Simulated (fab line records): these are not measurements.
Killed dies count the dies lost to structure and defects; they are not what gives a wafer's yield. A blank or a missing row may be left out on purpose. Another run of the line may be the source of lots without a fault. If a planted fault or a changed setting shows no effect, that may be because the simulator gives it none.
fab line records    flow n5_finfet
record: lots: 4  wafers: 12  last_day: 17
route steps=1938 shown BEOL_M4@1060 PASSIVATION@1936
lots with no fault: from the same line, run without faults
start_h: start of the lot's first displayed wafer, in hours after the record's first day    wait_h: hours since the lot's step before    " same as the row above    L1.1+2: a single row standing in for several wafers    - no value, or no start given    * or withheld: withheld    < > ~ a bound
route shown NAME@n: names a module that has steps shown in the file, with the first one's number in the route    usual: the fault-free wafers' mean and standard deviation    same: alike in all rows    chamber/n: place in a boat    sites: the reading at each site    _std_site: how widely they spread, as a standard deviation    _edge_site: mean of outer sites minus mean of inner sites    radius_mm: how far each site lies from the wafer's centre    mask NAME#n: copy n    behind: the last tool/chamber to shape the wafer    hold: reason for holding the lot/hours on hold/outcome of the hold    device: names the non-switching transistor (n, p or np)    end of line: tests of these same wafers at the route's end    a step given without rows: its recipe and nothing more    killed: the dies lost at the first sort to structure and to defects; this is not the yield of the wafer    map: shows each die of a wafer: x if killed, . if not, _ if none is there
set.NAME: the setting that was run; set.NAME@STEP: the one run at that earlier step    model.NAME: the simulator's own value behind a step, which no gauge read
lots at some steps of the route; a table a step, a row a wafer
services: a tool's chamber out of use, with start hour (start_h, from the record's first day; less than 0 if before it), hours out, and reason
== steps ==
step: N5_BEOL_M4_ETCH_77
recipe: chemistry: N2/H2  target: underlayer  target_depth_a: 65  mask_material: CAR-EUV  time_s: 5.2  ion_energy_ev: 200  pressure_mtorr: 30  source_w: 840  bias_w: 150  n2_flow_sccm: 200  h2_flow_sccm: 200  ends: cleared
step: N5_BEOL_M4_ETCH_69
recipe: chemistry: CF4  target: SiARC  target_depth_a: 156  mask_material: CAR-EUV  time_s: 26  ion_energy_ev: 80  pressure_mtorr: 40  source_w: 545  bias_w: 36  Ar_flow_sccm: 100  cf4_flow_sccm: 100  ends: cleared
step: N5_BEOL_M4_ALD_98
recipe: material: SiO2  target_thk_a: 25  temp_c: 100  ald_precursor_family: BDEAS  ald_co_reactant: O2-plasma  pulse_time_s: 1  co_reactant_pulse_time_s: 1  purge_time_s: 2  co_reactant_purge_time_s: 2  ald_cycles: 17  pressure_torr: 2
step: N5_BEOL_M4_ETCHBACK_99
recipe: chemistry: CHF3  target: SiO2  target_depth_a: 50  time_s: 10.4  source_w: 215  bias_w: 47  Ar_flow_sccm: 200  CHF3_flow_sccm: 12  ion_energy_ev: 100  pressure_mtorr: 30
step: N5_BEOL_M4_ETCH_70
recipe: chemistry: N2/H2  target: SOC  target_depth_a: 800  overetch_a: 240  mask_material: SiARC  temp_c: 40  time_s: 130  ion_energy_ev: 200  pressure_mtorr: 30  source_w: 840  bias_w: 150  n2_flow_sccm: 200  h2_flow_sccm: 200
step: N5_BEOL_M4_STRIP_71
recipe: chemistry: N2/H2  temp_c: 40  n2_flow_sccm: 200  h2_flow_sccm: 200  rf_frequency_hz: 6e+07
step: N5_BEOL_M4_STRIP_78
recipe: chemistry: N2/H2  temp_c: 40  n2_flow_sccm: 200  h2_flow_sccm: 200  rf_frequency_hz: 6e+07
step: N5_BEOL_M4_VIA_ETCH_34
recipe: chemistry: C4F6/O2  target_depth_a: 694  mask_material: SOC  pressure_mtorr: 15  ion_energy_ev: 250  taper_deg: 4  time_s: 65.9  source_w: 350  bias_w: 170  Ar_flow_sccm: 300  C4F6_flow_sccm: 10  O2_flow_sccm: 10
step: N5_BEOL_M4_STRIP_83
recipe: chemistry: C4F6/O2  resist: SiARC  rf_frequency_hz: 6e+07
step: N5_BEOL_M4_STRIP_36
recipe: chemistry: N2/H2  power_w: 450  temp_c: 40  pressure_mtorr: 20  rf_frequency_hz: 6e+07  overash_fraction: 0.3  bias_power_w: 7  h2_frac: 0.5  n2_flow_sccm: 200  h2_flow_sccm: 200
step: N5_BEOL_M4_TRENCH_ETCH_37
recipe: chemistry: C4F6/O2  target_depth_a: 555.55  target: SiOC  time_s: 29.2  ion_energy_ev: 250  pressure_mtorr: 30  source_w: 355  bias_w: 185  Ar_flow_sccm: 300  C4F6_flow_sccm: 10  O2_flow_sccm: 10
step: N5_BEOL_M4_ETCH_41
recipe: chemistry: CH3F/O2  target: SiCN  target_depth_a: 299  taper_deg: 2  time_s: 52.5  ion_energy_ev: 120  mask_material: TiN  pressure_mtorr: 30  source_w: 395  bias_w: 75  Ar_flow_sccm: 150  CH3F_flow_sccm: 30  O2_flow_sccm: 20
step: N5_BEOL_M4_STRIP_97
recipe: chemistry: N2/H2  time_s: 10  power_w: 450  temp_c: 40  pressure_mtorr: 20  rf_frequency_hz: 6e+07  bias_power_w: 7  n2_flow_sccm: 200  h2_flow_sccm: 200
usual: bias_power_w: 6.999/0.024  chamber_pressure_mTorr: 20.001/0.017  drypump_motor_current_A: 5.9/0.45  oes_product_au: 0.77/0.069  rf_vpp_V: 59.2/0.97  showerhead_plenum_p_Torr: 2.54/0.056  throttle_valve_pct: 23.64/0.29
lot.wafer  tool         chamber  start_h  wait_h  bias_power_w  chamber_pressure_mTorr  drypump_motor_current_A  oes_product_au  rf_hours_counter_h  rf_vpp_V  showerhead_plenum_p_Torr  throttle_valve_pct
L193.2     rie_diel-04  2        210.87   -       -             -                       -                        -               -                   -         -                         -
L193.5     "            2        "        "       -             -                       -                        -               -                   -         -                         -
L193.6     "            1        "        "       -             -                       -                        -               -                   -         -                         -
L194.1     rie_diel-02  0        222.70   -       -             -                       -                        -               -                   -         -                         -
L194.3     "            2        "        "       -             -                       -                        -               -                   -         -                         -
L194.6     "            1        "        "       -             -                       -                        -               -                   -         -                         -
L202.1     rie_diel-02  2        269.84   -       7.017         20.006                  6.6                      0.73            201                 58.9      2.62                      24.04
L202.4     "            3        "        "       6.980         20.011                  5.2                      0.70            222                 60.2      2.50                      23.31
L202.6     "            3        "        "       7.000         19.971                  5.3                      0.69            -                   58.0      2.50                      23.32
L207.2     rie_diel-02  1        296.68   -       7.014         20.004                  5.8                      0.73            193                 59.0      2.50                      23.48
L207.3     "            3        "        "       6.938         20.014                  5.2                      0.68            234                 58.8      2.50                      23.35
L207.5     "            0        "        "       7.006         20.034                  6.2                      0.82            -                   58.4      2.58                      23.36
step: N5_BEOL_M4_HM_STRIP_39
recipe: chemistry: peroxide_tin_strip  material: TiN  target_depth_a: 250  temp_c: 50  time_s: 158
step: N5_BEOL_M4_SRD_40
recipe: time_s: 30  temp_c: 23  rinse_liquid: diw  dry: ipa_marangoni
step: N5_BEOL_M4_PRECLEAN_42
recipe: chemistry: residue_remover  time_s: 60  temp_c: 40
step: N5_BEOL_M4_SRD_43
recipe: time_s: 30  temp_c: 23  rinse_liquid: diw  dry: ipa_marangoni
step: N5_BEOL_M4_DEGAS_44
recipe: ambient: vacuum  temp_c: 250  time_s: 60
step: N5_BEOL_M4_PRE_CLEAN_45
recipe: gas: H2/He  time_s: 30  temp_c: 250
step: N5_BEOL_M4_ALD_84
recipe: material: TaN  target_thk_a: *  temp_c: 275  ald_precursor_family: PDMAT  ald_co_reactant: NH3  pressure_torr: 3  carrier_flow_sccm: 1500  pulse_time_s: 2  purge_time_s: 3  co_reactant_purge_time_s: 2  co_reactant_pulse_time_s: 3  ald_cycles: 30  precursor_vessel_temp_c: 75  precursor_vessel_pressure_torr: 26.25  precursor_vessel_carrier_sccm: 1000
step: N5_BEOL_M4_SURFACE_TREAT_85
recipe: gas: Ar  time_s: *  ion_energy_ev: *  ion_current_ma_cm2: 0.5  pressure_mtorr: *  ar_flow_sccm: 30
step: N5_BEOL_M4_CVD_47
recipe: material: Co  target_thk_a: 30  temp_c: withheld  precursor: CCTBA/H2  pressure_torr: 30  time_s: 223.8
step: N5_BEOL_M4_SPUTTER_48
recipe: material: Cu  target_thk_a: 45  temp_c: -20  chamber_pressure_pa: 0.07  power_w: withheld  time_s: 8.29
step: N5_BEOL_M4_ANNEAL_49
recipe: temp_c: 400  time_s: 240  ambient: vacuum
step: N5_BEOL_M4_SPUTTER_79
recipe: material: Cu  target_thk_a: 45  temp_c: -20  chamber_pressure_pa: 0.07  power_w: withheld  time_s: 8.29
step: N5_BEOL_M4_ANNEAL_80
recipe: temp_c: 400  time_s: 240  ambient: vacuum
step: N5_BEOL_M4_SPUTTER_81
recipe: material: Cu  target_thk_a: 45  temp_c: -20  chamber_pressure_pa: 0.07  power_w: withheld  time_s: 8.29
step: N5_BEOL_M4_ANNEAL_82
recipe: temp_c: 400  time_s: 240  ambient: vacuum
step: N5_BEOL_M4_SPUTTER_86
recipe: material: Cu  target_thk_a: 45  temp_c: -20  chamber_pressure_pa: 0.07  power_w: withheld  time_s: 8.29
step: N5_BEOL_M4_ANNEAL_87
recipe: temp_c: 400  time_s: 240  ambient: vacuum
step: N5_BEOL_M4_SPUTTER_88
recipe: material: Cu  target_thk_a: 45  temp_c: -20  chamber_pressure_pa: 0.07  power_w: withheld  time_s: 8.29
step: N5_BEOL_M4_ANNEAL_89
recipe: temp_c: 400  time_s: 240  ambient: vacuum
step: N5_BEOL_M4_SPUTTER_90
recipe: material: Cu  target_thk_a: 45  temp_c: -20  chamber_pressure_pa: 0.07  power_w: withheld  time_s: 8.29
step: N5_BEOL_M4_ANNEAL_91
recipe: temp_c: 400  time_s: 240  ambient: vacuum
step: N5_BEOL_M4_SPUTTER_92
recipe: material: Cu  target_thk_a: 45  temp_c: -20  chamber_pressure_pa: 0.07  power_w: withheld  time_s: 8.29
step: N5_BEOL_M4_ANNEAL_93
recipe: temp_c: 400  time_s: 240  ambient: vacuum
step: N5_BEOL_M4_SPUTTER_94
recipe: material: Cu  target_thk_a: 45  temp_c: -20  chamber_pressure_pa: 0.07  power_w: withheld  time_s: 8.29
step: N5_BEOL_M4_ANNEAL_95
recipe: temp_c: 400  time_s: 240  ambient: vacuum
step: N5_BEOL_M4_SPUTTER_96
recipe: material: Cu  target_thk_a: 45  temp_c: -20  chamber_pressure_pa: 0.07  power_w: withheld  time_s: 8.29
step: N5_BEOL_M4_ECD_50
recipe: material: Cu  target_thk_a: 3000
step: N5_BEOL_M4_RC_MEAS_101
usual: DIBL_N: 36.1/1.6  DIBL_P: 35.8/2.1  IOFF_N: 0.16/0.031  IOFF_P: 0.21/0.034  ION_N: 673/12  ION_P: 461/7.2  SS_N: 71.4/0.59  SS_P: 73.3/0.63  VT_N: 250/3.1  VT_P: -250/3.3
lot.wafer  tool       chamber  start_h  wait_h  DIBL_N[mV/V]  DIBL_P[mV/V]  IOFF_N[nA/um]  IOFF_P[nA/um]  ION_N[uA/um]  ION_P[uA/um]  SS_N[mV/dec]  SS_P[mV/dec]  VT_N[mV]  VT_P[mV]
L193.2     prober-01  0        215.25   0.2     34.8          33.4          0.13           0.20           667           463           71.3          72.9          250       -247
L193.5     "          0        "        "       34.0          33.0          0.12           0.19           668           463           71.0          73.3          251       -250
L193.6     "          0        "        "       36.1          33.9          0.15           0.21           686           467           71.6          73.0          249       -247
L194.1     prober-01  0        228.01   0.0     35.2          32.7          0.12           0.17           651           461           71.4          72.8          254       -250
L194.3     "          0        "        "       37.4          36.5          0.15           0.23           669           462           72.1          73.6          250       -247
L194.6     "          0        "        "       37.4          37.6          0.16           0.24           682           472           71.1          73.5          251       -248
L202.1     prober-01  0        274.64   0.0     38.7          38.6          0.18           0.21           669           453           72.0          73.8          247       -253
L202.4     "          0        "        "       36.3          36.3          0.14           0.18           663           455           71.1          73.9          249       -255
L202.6     "          0        "        "       37.9          38.0          0.17           0.21           671           453           71.6          73.8          249       -254
L207.2     prober-01  0        300.90   0.2     38.9          38.0          0.21           0.25           684           459           73.1          74.4          248       -248
L207.3     "          0        "        "       34.0          32.3          0.12           0.17           672           463           70.8          72.6          253       -252
L207.5     "          0        "        "       36.3          35.1          0.16           0.22           683           473           71.6          73.3          250       -249
step: N5_PASSIVATION_PROBE_49
usual: defect_limited_yield: 91.0/1.5  killed_at_M0_to_M3: 35/11  killed_at_M4_up: 13/6  killed_at_contacts: 14/6.5  killed_at_front_end: 40/12  killed_at_other: 4/3.4  killed_dies: 106/18  killed_open: 68/14  killed_short: 35/7.7  sort_bin_5_function: 5.2/0.98  sort_bin_6_memory: 3.4/0.72  sort_n_pass: 1074/18  sort_yield_pct: 91.0/1.5
same: gross_dies: 1180  killed_at_back_side: 0  sort_bin_4_leakage[%]: 0  sort_bin_8_speed[%]: 0
lot.wafer  tool       chamber  start_h  wait_h  defect_limited_yield[%]  killed_at_M0_to_M3  killed_at_M4_up  killed_at_contacts  killed_at_front_end  killed_at_other  killed_dies  killed_open  killed_short  sort_bin_5_function[%]  sort_bin_6_memory[%]  sort_n_pass  sort_yield_pct[%]
L194.1     prober-01  -        335.55   0.0     85.2                     29                  87               5                   49                   5                175          128          44            9.1                     5.1                   1005         85.2
L194.3     prober-01  -        335.65   0.1     83.1                     28                  87               11                  62                   11               199          137          59            9.9                     6.2                   981          83.1
L194.6     prober-01  -        335.80   0.3     81.3                     26                  88               24                  73                   10               221          163          57            11.0                    7.2                   959          81.3
L193.2     prober-02  -        361.94   0.1     85.2                     16                  90               17                  42                   10               175          124          49            9.2                     5.3                   1005         85.2
L193.5     prober-02  -        362.09   0.2     83.2                     40                  84               12                  57                   5                198          140          53            10.3                    6.3                   982          83.2
L193.6     prober-02  -        362.14   0.3     83.1                     25                  92               16                  61                   5                199          145          52            11.2                    5.3                   981          83.1
L202.1     prober-01  -        379.54   0.0     88.9                     48                  9                13                  59                   2                131          84           39            6.0                     4.4                   1049         88.9
L202.4     prober-01  -        379.69   0.2     92.5                     25                  13               9                   41                   1                89           55           29            4.4                     2.9                   1091         92.5
L202.6     prober-01  -        379.79   0.3     91.0                     29                  21               17                  38                   1                106          68           36            5.3                     3.5                   1074         91.0
killed by level:class
L194.1 BEOL_M4:geometric_particle:open=78 BEOL_M1:geometric_particle:open=10 BEOL_M4:geometric_particle:short=9 STI_FIN_REVEAL:geometric_particle:open=7 FIN_SAQP:geometric_particle:short=6 BEOL_M0_SAQP:geometric_particle:short=6 FIN_SAQP:geometric_particle:open=4 MOL_CONTACT_COAG:geometric_particle:open=4
L194.3 BEOL_M4:geometric_particle:open=62 BEOL_M4:geometric_particle:short=16 FIN_SAQP:geometric_particle:open=15 STI_FIN_REVEAL:geometric_particle:open=13 MOL_CONTACT_COAG:geometric_particle:open=10 FIN_SAQP:geometric_particle:short=7 BEOL_M0_SAQP:geometric_particle:open=7 BEOL_M0_SAQP:geometric_particle:short=5
L194.6 BEOL_M4:geometric_particle:open=64 FIN_SAQP:geometric_particle:open=19 MOL_CONTACT_COAG:geometric_particle:open=19 FIN_SAQP:geometric_particle:short=18 BEOL_M4:geometric_particle:short=15 STI_FIN_REVEAL:geometric_particle:open=11 GATE_CUT:geometric_particle:open=8 BEOL_M1:geometric_particle:open=7
L193.2 BEOL_M4:geometric_particle:open=59 BEOL_M4:geometric_particle:short=20 MOL_CONTACT_COAG:geometric_particle:open=14 STI_FIN_REVEAL:geometric_particle:open=11 FIN_SAQP:geometric_particle:open=6 GATE_CUT:geometric_particle:open=6 GATE_CUT:geometric_particle:short=5 BEOL_M3:geometric_particle:open=4
L193.5 BEOL_M4:geometric_particle:open=66 STI_FIN_REVEAL:geometric_particle:open=18 BEOL_M4:geometric_particle:short=17 FIN_SAQP:geometric_particle:short=9 MOL_CONTACT_COAG:geometric_particle:open=9 FIN_SAQP:geometric_particle:open=8 BEOL_M0_SAQP:geometric_particle:short=8 BEOL_M3:geometric_particle:open=8
L193.6 BEOL_M4:geometric_particle:open=67 STI_FIN_REVEAL:geometric_particle:open=28 BEOL_M4:geometric_particle:short=17 MOL_CONTACT_COAG:geometric_particle:open=14 FIN_SAQP:geometric_particle:open=9 FIN_SAQP:geometric_particle:short=8 BEOL_M0_SAQP:geometric_particle:open=6 GATE_CUT:geometric_particle:short=6
L202.1 STI_FIN_REVEAL:geometric_particle:open=12 BEOL_M1:geometric_particle:open=11 FIN_SAQP:geometric_particle:open=10 BEOL_M0_SAQP:geometric_particle:short=10 MOL_CONTACT_COAG:geometric_particle:open=9 FIN_SAQP:geometric_particle:short=8 BEOL_M0_SAQP:geometric_particle:open=8 BEOL_M0:geometric_particle:open=7
L202.4 FIN_SAQP:geometric_particle:short=10 STI_FIN_REVEAL:geometric_particle:open=9 MOL_CONTACT_COAG:geometric_particle:open=8 BEOL_M2:geometric_particle:open=6 STARTING-WAFER:geometric_particle:open=5 BEOL_M1:geometric_particle:open=5 BEOL_M5:geometric_particle:open=4 DUMMY_GATE:geometric_particle:open=3
L202.6 MOL_CONTACT_COAG:geometric_particle:open=11 BEOL_M4:geometric_particle:open=11 FIN_SAQP:geometric_particle:open=9 BEOL_M0_SAQP:geometric_particle:short=9 STARTING-WAFER:geometric_particle:short=6 FIN_SAQP:geometric_particle:short=5 MOL_CONTACT_COAG:geometric_particle:short=5 BEOL_M0_SAQP:geometric_particle:open=5
map L193.6 (x killed, . not)
_________________...xx...x.xx________________
______________.......xx....x..x._____________
___________.....x...x.x............__________
__________x.....x......x...xx.x...x._________
________.....x...x....x.xx..x..x......_______
_______...x.....x..x...x.......xxx...x.______
______..........xx....xx.x..........x..._____
_____............................x..x.xx.____
____x.......x..................xx........x___
___.....x.x....x..x.x..x....x......x.......__
___.x........................xx............__
__........x.....x..x........x......x.x....x._
__........x.x..x............................_
_.........xxx...x.x..............x.x......x.x
_...x.......x.........xx................xx...
_x.x........x...........x..............x.....
_..x.......x...x.x..x..x...........x.....x...
_..x..x.......x......x..x..........x..x..x...
_.x..........x..........x...xx....x.x...xx..x
_x...x...x.......x...x...........x...x.......
_...........x...........................x....
__...x.......x...x....x...x.....x.........x._
__........xx....xxxx...x.x.xxx.........xx..._
___......x...........x...x.........x...x...__
___.......x.....x...x........x.x....x......__
____..............x..xx.....x......x......___
_____...x.....x..x................x......____
______..xx.x..........x....xx....xx.x..._____
_______x......x..........x....xxx.x....______
________..xx.x........x...x.....x..x.x_______
__________.........................._________
___________.......x............x..x__________
______________....x.........xx.x_____________
_________________.x.....x...x________________
map L194.6 (x killed, . not)
_________________............________________
______________.....x..x.....x..._____________
___________.x.......x....x........x__________
__________........xx......x......x.._________
________x.x...x..x..x.x.....x..xx....._______
_______..................xx.......xx.x.______
______............x..x......x.x........._____
_____....x....x.....................x....____
____......x.xx.......xxx....x....xx.x.....___
___.xx......xx.x.....x..............x..x...__
___.xxx.x.xx.x.........x......x......x.....__
__................x.....x...x............x.._
__.....x.....x..........x.xx.....x.x........_
_.....x.x...x.....x..xx..x.......x..x.x......
_..x......................x..x..........x....
_........xx......x.x.....xx......x..x.....x..
_.x.x.......x.xx............x................
_.......x.........x...x....x.........x.x.x...
_x.....x......xx.x..x..x.....x.........x....x
_.x.....x.........xx.x.......x...xx....xx.x..
_...x...x.xx................x........x.....xx
__..x.........x......xx..xx.............x.x._
__.........x....xx.x..x...x.....xxx....x...._
___...x...x......xx........x..x...x........__
___..x...x.........xx.............x..x.x...__
____xx.....x....x......x.x..x.....x.......___
_____.......x.......xx....x...........xx.____
______..x....................x...xx..x.._____
_______.....xx.........x..x.x.x........______
________.x......xx........xx.x.....x.._______
__________xx........xxxxx.x.....x..._________
___________..........x..xx.x.....x.__________
______________x.x.....xx.x......_____________
_________________..x........x________________
== services ==
tool         chamber  start_h  hours  kind
rie_diel-04  0        192.97   14.7   repair
== key ==
first_sign: step: N5_BEOL_M4_STRIP_97  reading: tool_record  direction: missing
effect: step: N5_PASSIVATION_PROBE_49  reading: killed_at_M4_up  direction: up  sigmas: 12  usual: 13  struck: 88
more_kills_born_at: N5_BEOL_M4_STRIP_97@rie_diel-04: 228  N5_BEOL_M4_STRIP_97@rie_diel-02: 225
met_at N5_BEOL_M4_STRIP_97
struck_wafers L193.2,L193.5,L193.6,L194.1,L194.3,L194.6
fault: kind: skipped_step_whole  tool: rie_diel-02,rie_diel-04  chamber: -  onset_h: 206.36  steps: N5_BEOL_M4_STRIP_97  scope: struck_lots_only
